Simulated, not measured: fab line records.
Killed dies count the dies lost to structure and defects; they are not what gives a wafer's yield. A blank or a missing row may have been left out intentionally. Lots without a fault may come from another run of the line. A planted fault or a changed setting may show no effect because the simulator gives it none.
Struck lot and sound lot, side by side / flow nand harc / 21 out of 1159 route steps
Sound: these wafers, L617.1, L617.4, L617.5. Struck: wafer L619.3 (L619.2, L619.5, from the same lot, were not struck and are left out); the cause is given at the end.
Each step with rows lists, per side, the tool, then ch with its chambers, then its first start. Under that, the readings that differ: sound wafers / struck wafers / difference of the means / sigmas: that difference in standard deviations of wafers without a fault.
alike: words and numbers the same on both sides, and readings whose means are apart by under 2 such deviations; not compared: readings that were withheld, readings missing a value for some wafer, numbers with overlapping values and no deviation given by the record, and bounds like >300 which may hide the same value.
Wherever a step has rows on one side only, a row that says differs or no value, or a row with sigmas, the two part there. Non-overlapping numbers with no deviation appear without sigmas and do not part them. A reading that every wafer of one side lacks parts them only if that side has two wafers or more.

first, 1 step without rows for these wafers: NHARC_A_BLC_SRD_27.
NHARC_A_BLC_INSPECT_28:
  sound on defect inspect-01 at day 19 01:46; struck on defect inspect-02 at day 19 08:52
  alike: raw defect count
then, 9 steps without rows for these wafers: NHARC_A_M0_DEP_00 (deposits SiOC, target thk 150 nm); NHARC_A_M0_DEHYDRATE_01 (time 120 s); NHARC_A_M0_HMDS_02 (time 30 s); NHARC_A_M0_COAT_33 (time 65 s); NHARC_A_M0_COAT_03 (resist thk 90 nm); NHARC_A_M0_SOFTBAKE_04 (time 55 s); NHARC_A_M0_EBR_05; NHARC_A_M0_EXPOSE_06 (exposes mask A M0, target cd 80 nm); NHARC_A_M0_PEB_07 (peb time 65 s).
NHARC_A_M0_DEVELOP_08: develop time 35 s.
  sound on litho track-04 ch 0, day 19 02:00; struck on litho track-04 ch 0, day 19 09:00
  alike: chill plate temp C, developer temp C
NHARC_A_M0_CD_MEAS_09 targets a cd of 80 nm.
  sound on cd sem-01 ch 0, day 19 02:49; struck on cd sem-02 ch 0, day 19 09:46
reading=cd nm (nm); sound=79.9 79.7 79.8; struck=82.2; difference=+2.4; sigmas=+5
NHARC_A_M0_OVL_MEAS_10: pitch 160 nm.
  sound on overlay-02 at day 19 02:54; struck on overlay-01 at day 19 09:51
  alike: overlay x nm, overlay y nm
NHARC_A_M0_INSPECT_11:
  sound on defect inspect-01 at day 19 02:57; struck on defect inspect-02 at day 19 09:53
reading=raw defect count; sound=62 36 49; struck=10; difference=-39; sigmas=-3
NHARC_A_M0_DESCUM_14: chemistry O2, time 3 s.
  sound on rie diel-05 ch 0,2, day 19 03:01; struck on rie diel-02 ch 3, day 19 09:57
reading=model.A_M0.cd nm (nm); sound=79.72 79.68 79.37; struck=82.7; difference=+3.1; sigmas=
  alike: drypump motor current A, oes product au, rf vpp V, showerhead plenum p Torr, throttle valve pct
  not compared: rf hours counter h
NHARC_A_M0_ETCH_34: etches the open film in N2/H2, target depth 40 nm, overetch 12 nm, time 43.94 s.
  sound on rie diel-05 ch 2,3, day 19 03:07; struck on rie diel-02 ch 0, day 19 10:02
reading=oes product au (a.u.); sound=1.006 1.005 0.999; struck=0.990; difference=-0.013; sigmas=-2
  alike: drypump motor current A, rf fwd power W, rf vpp V, showerhead plenum p Torr, throttle valve pct
  not compared: rf hours counter h
NHARC_A_M0_ETCH_15: etches the open film in C4F8/Ar, target depth 150 nm, overetch 15 nm, time 82.5 s.
  sound: rie diel-05 ch 1,3; struck: rie diel-02 ch 0
reading=model.A_M0.cd nm (nm); sound=79.44 79.76 79.37; struck=82.64; difference=+3.12; sigmas=
  alike: oes product au, rf fwd power W, rf vpp V
  not compared: rf hours counter h
NHARC_A_M0_CD_MEAS_16:
  sound on cd sem-03 at day 19 03:20; struck on cd sem-01 at day 19 10:15
reading=cd nm (nm); sound=79.6 79.6 79.3; struck=83.1; difference=+3.6; sigmas=+5
NHARC_A_M0_STRIP_18: strips in N2/H2.
  sound on rie diel-02 ch 0,2,3, day 19 03:27; struck on rie diel-05 ch 3, day 19 10:20
  alike: drypump motor current A, oes product au, power w, rf fwd power W, rf vpp V, showerhead plenum p Torr, throttle valve pct
  not compared: rf hours counter h
NHARC_END_SORT_01:
  the record has rows for the sound wafers here (prober-01 ch 0, day 21 11:49) and none for the struck ones

== WHERE THEY PART ==
First at NHARC_A_M0_CD_MEAS_09; last, within this record, at NHARC_END_SORT_01.

WHY: whatever the simulator had introduced
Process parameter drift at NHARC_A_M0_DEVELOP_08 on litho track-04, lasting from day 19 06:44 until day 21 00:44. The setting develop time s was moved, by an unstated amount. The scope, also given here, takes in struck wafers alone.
